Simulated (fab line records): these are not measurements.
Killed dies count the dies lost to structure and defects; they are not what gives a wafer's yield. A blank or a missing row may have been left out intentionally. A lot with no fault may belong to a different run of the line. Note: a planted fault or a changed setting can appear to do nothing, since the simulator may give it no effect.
Matching of chambers    flow nand_harc    rie_diel-10 running NHARC_A_STAIRCASE_TRIM_12: 4 sister chambers
The step chemistry O2, time 211.2 s. 14 wafers are shown with their chamber, then 7 later ones without.

== EACH WAFER AND ITS CHAMBER ==
wafer   chamber  drypump_motor_current_A (A)  oes_product_au (a.u.)  showerhead_plenum_p_Torr (Torr)
L075.3  0        5.5                          1.024                  3.79
L075.4  3        6.0                          0.989                  3.65
L075.6  3        6.0                          0.982                  3.65
L075.1  1        5.8                          1.035                  3.55
L075.2  2        5.4                          1.007                  3.29
L075.5  0        5.5                          1.022                  3.78
L076.1  1        5.7                          1.032                  3.55
L076.2  2        5.4                          0.993                  3.29
L076.5  3        6.0                          1.000                  3.64
L082.2  1        5.8                          1.029                  3.54
L082.3  2        5.4                          1.025                  3.81
L082.5  2        5.4                          1.025                  3.81
L082.1  3        6.0                          0.987                  3.63
L082.4  0        5.4                          0.991                  3.77

SIGNATURES (averages over the wafers above)
reading                   chamber 0  chamber 1  chamber 2  chamber 3  scatter within a chamber
drypump_motor_current_A   5.467      5.767      5.400      6.000      0.0365
oes_product_au            1.01233    1.03200    1.01250    0.98950    0.0126
showerhead_plenum_p_Torr  3.7800     3.5467     3.5500     3.6425     0.165
Rule: a wafer lies at a distance from a chamber equal to the root of the sum of squares, over the readings, of (its reading less the chamber's mean, divided by the reading's scatter). The wafer belongs to the nearest chamber; if the next one is less than 2 further off, it can't be placed. How the scatter is found: for the shown wafers, subtract from each reading the mean of its chamber, square and add these, divide the total by (wafers less chambers), then take the root.

== WAFERS MISSING THEIR CHAMBER ==
wafer   drypump_motor_current_A (A)  oes_product_au (a.u.)  showerhead_plenum_p_Torr (Torr)
L082.6  5.7                          1.025                  3.54
L085.2  5.9                          0.993                  3.63
L085.5  5.4                          1.026                  3.80
L085.6  6.0                          0.985                  3.63
L097.3  5.8                          1.023                  3.52
L097.4  5.4                          1.027                  3.78
L097.5  5.9                          1.001                  3.61

== WHICH CHAMBER EACH WENT THROUGH ==
wafer   from the rows above      in truth
L082.6  1                        1
L085.2  3                        3
L085.5  can't be placed: 2 or 0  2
L085.6  3                        3
L097.3  1                        1
L097.4  can't be placed: 2 or 0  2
L097.5  can't be placed: 3 or 1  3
Correct placement for 4 of the 7. From these rows, 3 cannot be placed; in 3 the true chamber is one of the candidates. Placed wrongly: 0.
